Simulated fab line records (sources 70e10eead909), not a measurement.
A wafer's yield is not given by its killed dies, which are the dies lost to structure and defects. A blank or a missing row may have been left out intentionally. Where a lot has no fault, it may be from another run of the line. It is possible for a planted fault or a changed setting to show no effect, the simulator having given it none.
Matching of chambers	flow nand-harc	NHARC_A_M1_DEP_00 on pecvd-03: 3 sister chambers
The step deposits SiOC, target thk 182.5 nm. 16 wafers are shown with their chamber, then 8 later ones without.

## WAFERS, EACH WITH ITS CHAMBER
wafer	chamber	chamber-pressure-Torr (Torr)	rf-fwd-power-W (W)
L837.1	0	5.008	600.4
L837.2	1	5.012	599.5
L837.3	2	5.019	596.6
L836.3	2	5.021	599.4
L836.4	1	5.010	599.1
L836.5	0	5.014	594.4
L840.1	1	4.995	600.1
L840.2	0	5.002	597.7
L840.5	1	4.988	600.0
L852.1	2	5.003	599.5
L852.2	0	5.004	599.9
L852.5	0	4.998	598.7
L853.1	0	4.982	599.2
L853.5	0	4.988	599.2
L853.6	2	5.023	598.5
L854.1	0	5.003	597.6

SIGNATURES (means of the wafers above)
reading	chamber 0	chamber 1	chamber 2	scatter within a chamber
chamber-pressure-Torr	4.99988	5.00125	5.01650	0.0104
rf-fwd-power-W	598.388	599.675	598.500	1.54
Rule: for each reading, subtract the chamber's mean from the wafer's reading, divide by that reading's scatter and square the result; add these up over the readings and take the root, which gives the wafer's distance from the chamber. If the next closest chamber is less than 2 further off than the closest, the wafer can't be placed; otherwise it belongs to the closest. The scatter is the square root of a quotient: the sum, over the shown wafers, of each reading's squared deviation from its chamber's mean, divided by wafers minus chambers.

## WAFERS MISSING THEIR CHAMBER
wafer	chamber-pressure-Torr (Torr)	rf-fwd-power-W (W)
L854.2	5.014	600.4
L854.5	4.982	597.4
L857.2	5.010	599.3
L857.3	5.007	597.1
L857.6	4.992	600.8
L859.1	4.991	599.2
L859.3	4.995	596.8
L859.6	4.994	600.2

## WHICH CHAMBER EACH ONE RAN IN
wafer	from the rows above	in truth
L854.2	can't be placed: 2 or 1 or 0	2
L854.5	can't be placed: 0 or 1 or 2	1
L857.2	can't be placed: 2 or 1 or 0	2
L857.3	can't be placed: 0 or 2 or 1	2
L857.6	can't be placed: 1 or 0 or 2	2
L859.1	can't be placed: 0 or 1 or 2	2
L859.3	can't be placed: 0 or 1 or 2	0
L859.6	can't be placed: 1 or 0 or 2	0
Correct placement for 0 of the 8. Can't be placed from these rows: 8 (the true chamber is among the candidates in 8). Placed wrongly: 0.
